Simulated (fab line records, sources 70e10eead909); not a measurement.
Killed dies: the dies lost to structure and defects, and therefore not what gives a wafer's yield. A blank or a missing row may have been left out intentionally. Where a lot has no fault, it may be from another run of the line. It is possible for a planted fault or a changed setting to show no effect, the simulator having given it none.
Comparing a struck lot with a sound one -- flow nandHarc -- 15 steps out of a route of 1302
Sound: these wafers, L580.3, L580.5, L580.6. Struck: wafer L591.4 (L591.2, L591.3, from the same lot, were not struck and are left out); the cause is given at the end.
Order at every step that has rows: each side's tool, ch and its chambers, its first start. Under that, the readings that differ: sound wafers -- struck wafers -- difference of the means -- sigmas: that difference in standard deviations of wafers without a fault.
alike: readings whose means differ by less than 2 such deviations, and words and numbers that are the same on both sides. not compared: withheld readings, readings that some wafer has no value for, bounds like >300 that may hide the same value, and numbers for which the record gives no deviation and whose values overlap.
The two part at a step that has a row with sigmas, a row that says differs or no value, or rows on one side only. When numbers do not overlap yet have no deviation, they are printed without sigmas and do not part them. A reading missing from all wafers of one side parts the sides only when that side holds two or more wafers.

first, 4 steps without rows for these wafers: NHARC_A_CONTACT_DESCUM_13 (chemistry O2, time 3 s); NHARC_A_CONTACT_ETCH_88 (etches the open film in CF4, target depth 39 nm, time 65 s); NHARC_A_CONTACT_ETCH_89 (etches the open film in N2/H2, target depth 260 nm, time 475.3 s); NHARC_A_CONTACT_ETCH_30 (etches the open film in CF4/CHF3, target depth 72.6 nm, time 36.3 s).
NHARC_A_CONTACT_ETCH_31: etches the open film in O2/COS, target depth 2800 nm, time 728 s.
  sound on rieDiel-01 ch 0,1,3; struck on rieDiel-07 ch 3
  alike: drypumpMotorCurrentA, oesProductAu, rfVppV, runLengthS, showerheadPlenumPTorr, throttleValvePct
  not compared: rfHoursCounterH
NHARC_A_CONTACT_ETCH_134: etches the open film in C4F8/O2/Ar, time 140 s, target depth 700 nm.
  sound on harCapEtch-03 ch 0,1, day 23 07:27; struck on harCapEtch-03 ch 1, day 29 01:53
  alike: runLengthS
  not compared: rfHoursCounterH
NHARC_A_CONTACT_ETCH_135: etches the open film in C4F8/O2/Ar, time 311 s, target depth 1912 nm.
  sound on harCapEtch-03 ch 0,1, day 23 07:40; struck on harCapEtch-03 ch 1, day 29 02:05
  not compared: rfHoursCounterH, runLengthS
NHARC_A_CONTACT_ETCH_136: etches the open film in C4F8/O2/Ar, time 311 s, target depth 1912 nm.
  sound on harCapEtch-03 ch 0,1, day 23 07:57; struck on harCapEtch-03 ch 1, day 29 02:21
  not compared: rfHoursCounterH, runLengthS
then, 3 steps without rows for these wafers: NHARC_A_CONTACT_ETCH_137 (etches the open film in C4F8/O2/Ar, time 311 s, target depth 1912 nm); NHARC_A_CONTACT_ETCH_138 (etches the open film in C4F8/O2/Ar, time 311 s, target depth 1914 nm); NHARC_A_CONTACT_ETCH_139 (etches the open film in C4F8/O2/Ar, time 195 s, target depth 840 nm).
NHARC_A_CONTACT_ETCH_92: etches the open film in CH3F/O2, target depth 40 nm, time 85.7 s.
  sound on rieDiel-01 ch 0,1, day 23 09:25; struck on rieDiel-01 ch 2, day 29 03:43
reading,sound,struck,difference,sigmas
oesProductAu (a.u.),0.914 0.919 0.936,1.002,+0.079,+3
  alike: ch3fFlowSccm, drypumpMotorCurrentA, rfVppV, runLengthS, showerheadPlenumPTorr, throttleValvePct
  not compared: rfHoursCounterH
NHARC_A_CONTACT_ETCH_98: etches the open film in C4F6/O2, target depth 20 nm, time 10 s.
  sound on rieDiel-01 ch 1,3, day 23 09:45; struck on rieDiel-01 ch 0, day 29 03:52
reading,sound,struck,difference,sigmas
drypumpMotorCurrentA (A),5.5 5.5 5.3,6.5,+1.1,+2
runLengthS (s),31.2 30.3 31.5,27.7,-3.3,-8
  alike: oesProductAu, rfVppV, showerheadPlenumPTorr, throttleValvePct
  not compared: rfHoursCounterH
NHARC_A_CONTACT_CD_MEAS_15:
  struck on cdSem-01, day 29 03:56; sound on cdSem-01, day 23 09:50
  alike: cdNm
-- jump in the record: it breaks off in module A_CONTACT and resumes in module END (first step shown: number 1302 of the route), and 2 days separate the struck wafers' starts before and after --
NHARC_END_SORT_01:
  here the record holds rows for the struck wafers (prober-01 ch 0, day 31 04:09) but none for the sound ones

## WHERE THEY PART
First at NHARC_A_CONTACT_ETCH_92; last, within this record, at NHARC_END_SORT_01.

WHY: the cause the simulator had injected
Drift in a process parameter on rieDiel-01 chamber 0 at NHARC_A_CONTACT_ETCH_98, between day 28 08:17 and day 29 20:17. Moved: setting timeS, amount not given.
